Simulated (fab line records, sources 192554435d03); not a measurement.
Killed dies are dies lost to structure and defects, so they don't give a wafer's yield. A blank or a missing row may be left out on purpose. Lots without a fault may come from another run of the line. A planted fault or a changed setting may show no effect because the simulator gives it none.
Chamber matching | flow n5_finfet | N5_BEOL_M1_ALD_98 on ald_sin-02: 4 sister chambers
The step deposits SiO2, target thk 2.5 nm, pulse time 1 s, co reactant pulse time 1 s. 8 wafers are shown with their chamber, then 11 later ones without.

WAFERS WITH THEIR CHAMBER
wafer  | chamber | heater_power_w (W) | precursor_pulse_height_rel
L083.2 | 2       | 67                 | 0.988
L086.1 | 3       | 70                 | 1.013
L086.3 | 0       | 76                 | 0.975
L086.4 | 2       | 65                 | 1.016
L088.3 | 1       | 92                 | 0.961
L088.4 | 0       | 77                 | 0.989
L088.5 | 3       | 67                 | 0.976
L087.1 | 1       | 92                 | 1.013

WAFERS WITHOUT THEIR CHAMBER
wafer  | heater_power_w (W) | precursor_pulse_height_rel
L087.2 | 65                 | 0.996
L087.5 | 68                 | 1.000
L089.2 | 95                 | 1.014
L089.3 | 64                 | 0.973
L089.5 | 67                 | 0.967
L094.3 | 66                 | 0.988
L094.4 | 75                 | 0.987
L094.5 | 67                 | 0.994
L095.1 | 69                 | 0.974
L095.4 | 93                 | 0.976
L095.6 | 68                 | 1.006

WHICH CHAMBER EACH WENT THROUGH
wafer  | from the rows above     | in truth
L087.2 | can't be placed: 2 or 3 | 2
L087.5 | can't be placed: 3 or 2 | 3
L089.2 | 1                       | 1
L089.3 | can't be placed: 2 or 3 | 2
L089.5 | can't be placed: 3 or 2 | 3
L094.3 | can't be placed: 2 or 3 | 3
L094.4 | 0                       | 0
L094.5 | can't be placed: 2 or 3 | 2
L095.1 | can't be placed: 3 or 2 | 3
L095.4 | 1                       | 1
L095.6 | can't be placed: 3 or 2 | 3
Placed correctly: 3 of 11. Can't be placed from these rows: 8 (the true chamber is among the candidates in 8). Placed wrongly: 0.
How it was worked out, from the rows above alone: a wafer's distance from a chamber is the root of the sum, over the readings, of the square of ((its reading less the chamber's mean) divided by the reading's scatter). The wafer belongs to the nearest chamber; if the next one is less than 2 further off, it can't be placed. A chamber's mean is the mean of its shown wafers. The scatter: the root of (the sum of the squares of (reading less its chamber's mean) over the shown wafers, divided by (wafers less chambers)).
